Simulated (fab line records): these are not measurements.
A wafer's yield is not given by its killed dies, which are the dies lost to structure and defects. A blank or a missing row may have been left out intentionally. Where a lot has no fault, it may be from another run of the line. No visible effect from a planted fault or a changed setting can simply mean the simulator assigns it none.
Split-lot trial | flow n5_finfet | 7 lots, 21 wafers read, on a route of 1938 steps

ABOUT THE SPLIT
At N5_BEOL_M6_COAT_59 (time 60 s, resist thk 100 nm), the setting spin_rpm was moved away from the recipe's 1500 rpm on 6 of the 21 wafers read, by -9.1% to +7.2%. The other wafers ran this setting at the recipe's value.

FROM THE SPLIT TO THE READING: what the file shows between them, 5 steps
- N5_BEOL_M6_COAT_60: time 60 s, resist thk 35 nm (also split here: spin_rpm)
- N5_BEOL_M6_COAT_05: resist thk 90 nm
- N5_BEOL_M6_EBR_07
- N5_BEOL_M6_DESCUM_16: chemistry O2, time 7.9 s
- N5_BEOL_M6_ETCH_61: etches SiARC in CF4, target depth 45.5 nm, time 75.8 s

THE READING
etch.depth_nm (the simulator's own value, which no gauge read), in nm, at N5_BEOL_M6_ETCH_62 (etches SOC in N2/H2, target depth 110 nm, overetch 22 nm, time 165 s). The file gives no usual value for it. The 15 wafers here that ran the recipe average 99.90 nm, standard deviation 0.3 nm.

wafer  | tool, chamber at the split | spin_rpm as run, rpm | against the recipe | etch.depth_nm, nm | against lot-mates on the recipe
L074.3 | litho_track-01, 0          | 1500                 | recipe             | 99.72             | -
L074.4 | litho_track-01, 0          | 1500                 | recipe             | 99.97             | -
L074.5 | litho_track-01, 0          | 1500                 | recipe             | 100.2             | -
L075.1 | litho_track-01, 0          | 1500                 | recipe             | 99.66             | -
L075.2 | litho_track-01, 0          | 1500                 | recipe             | 99.67             | -
L075.3 | litho_track-01, 0          | 1500                 | recipe             | 99.37             | -
L082.2 | litho_track-02, 0          | 1363                 | -9.1%              | 105.1             | +5.00
L082.4 | litho_track-02, 0          | 1363                 | -9.1%              | 104.9             | +4.80
L082.6 | litho_track-02, 0          | 1500                 | recipe             | 100.1             | -
L089.1 | litho_track-02, 0          | 1500                 | recipe             | 100.3             | -
L089.3 | litho_track-02, 0          | 1597                 | +6.5%              | 97.11             | -3.19
L089.4 | litho_track-02, 0          | 1597                 | +6.5%              | 97.08             | -3.22
L094.2 | litho_track-05, 0          | 1500                 | recipe             | 100.2             | -
L094.3 | litho_track-05, 0          | 1500                 | recipe             | 100               | -
L094.4 | litho_track-05, 0          | 1500                 | recipe             | 100.4             | -
L093.3 | litho_track-01, 0          | 1500                 | recipe             | 99.43             | -
L093.4 | litho_track-01, 0          | 1608                 | +7.2%              | 96.42             | -3.01
L093.6 | litho_track-01, 0          | 1608                 | +7.2%              | 96.1              | -3.33
L096.2 | litho_track-01, 0          | 1500                 | recipe             | 100               | -
L096.4 | litho_track-01, 0          | 1500                 | recipe             | 99.72             | -
L096.5 | litho_track-01, 0          | 1500                 | recipe             | 99.73             | -

THE FIT
A straight line over all 21 wafers: etch.depth_nm changes by -0.516 nm for each +1% of spin_rpm; r = -0.99; the points scatter about the line by 0.33 nm.
The same after taking each lot's own level away (the mean of its wafers on the recipe; 21 wafers): -0.501 nm for each +1%; r = -1.00; scatter 0.21 nm.
According to that fit, moving spin_rpm by its largest amount changes the reading by 4.6 nm.
From 99.430 to 100.300 nm: that is the span of the lots' own levels, equal to 2.9 times the standard deviation above.
Consequently the slope shifts little with the lot-to-lot level, the two slopes agreeing.
Check: for one of the wafers moved furthest among these (-9.1%), held out of the fit, the line's prediction against its lot-mates is +4.49 nm. Against them it came out at +5 nm.

THE OTHER SPLITS THESE WAFERS WENT THROUGH
Before the reading, these wafers also passed through other splits. Each is held against what the fit with the lots' levels taken away leaves over:
other split on the same wafers     | wafers away from the commonest value | r with etch.depth_nm (lot level and that fit taken away)
N5_BEOL_M5_COAT_71 spin_rpm        | 6                                    | +0.42
N5_BEOL_M5_TRENCH_ETCH_37 source_w | 8                                    | -0.29
N5_BEOL_M6_COAT_60 spin_rpm        | 8                                    | +0.02

THE WHOLE CHAIN: every reading that the file lists as answering this split, in the file's order
step               | what it does                                                         | reading                                                                        | change (the file's fit)               | r (the file's)
N5_BEOL_M6_COAT_59 | time 60 s, resist thk 100 nm                                         | SOC_of_BEOL_M6_COAT_59.thk_nm (the simulator's own value, which no gauge read) | -0.489 nm for each +1% of the setting | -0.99
N5_BEOL_M6_ETCH_62 | etches SOC in N2/H2, target depth 110 nm, overetch 22 nm, time 165 s | etch.depth_nm (the simulator's own value, which no gauge read)                 | -0.495 nm for each +1% of the setting | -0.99

THE FILE'S OWN FIT
etch.depth_nm changes by -0.495 nm for each +1% of spin_rpm, r = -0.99.
